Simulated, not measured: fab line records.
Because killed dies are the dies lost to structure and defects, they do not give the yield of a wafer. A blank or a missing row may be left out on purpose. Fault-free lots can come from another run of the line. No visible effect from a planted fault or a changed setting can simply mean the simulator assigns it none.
2 desks, one fault	flow nand-harc	numbers are kept per desk, each desk with only its own; the story behind them comes last

## FROM THE METROLOGY DESK
Means of the sampled wafers that have a number, per lot and without regard to the tool the lot ran on: this is what the gauges read. A lot is out of limits, marked OUT, if its mean lies more than 4 standard deviations from the usual mean; the brackets give that distance.
Columns: A = thk-nm at NHARC_A_M1_THK_MEAS_24, usual 154.7 nm; B = overlay-x-nm at NHARC_A_BONDPAD_OVL_MEAS_35, usual 0 nm; C = overlay-y-nm at NHARC_A_BONDPAD_OVL_MEAS_35, usual -2 nm
lot	first seen here	A	B	C
L698	day 22 16:41	155.3	-12	0
L702	day 24 09:05	153.0	1	4
L704	day 24 22:28	154.3	0	6
L703	day 25 02:39	154.0	0	-5
L706	day 26 16:18	153.7	10	5
L707	day 26 17:44	156.1	4	-5
L708	day 26 18:59	154.1	-13	-9
L710	day 27 06:36	155.5	-6	-5
L709	day 27 08:29	155.0	0	-4
L715	day 29 12:34	155.6	3	-4
L714	day 30 05:29	154.4	-12	-4
L718	day 31 00:20	156.5	6	8
L720	day 31 10:43	154.7	-5	1
Finding of this desk: none of the 13 lots has anything out of limits.

## DESK OF THE TOOL OWNER: pecvd-04
The tool's own readings at NHARC_A_CONTACT_DEP_58 (deposits SiON, target thk 90 nm): means of the sampled wafers that have a number, for each lot that ran on this tool. A lot is out of limits, marked OUT, if its mean lies more than 4 standard deviations from the usual mean; the brackets give that distance.
Columns: A = heater-power-w at NHARC_A_CONTACT_DEP_58, usual 728 W
lot	first seen here	A
L698	day 21 11:36	693
L702	day 23 05:37	615
L710	day 26 03:47	767
L709	day 26 05:50	730
L715	day 28 10:50	677
L714	day 29 01:18	725
Finding of this desk: none of the 6 lots has anything out of limits.

## ALL TOGETHER
Metrology desk: nothing out of limits seen.
The tool owner's desk saw nothing out of limits.

## WHAT THE SIMULATOR HAD PUT IN
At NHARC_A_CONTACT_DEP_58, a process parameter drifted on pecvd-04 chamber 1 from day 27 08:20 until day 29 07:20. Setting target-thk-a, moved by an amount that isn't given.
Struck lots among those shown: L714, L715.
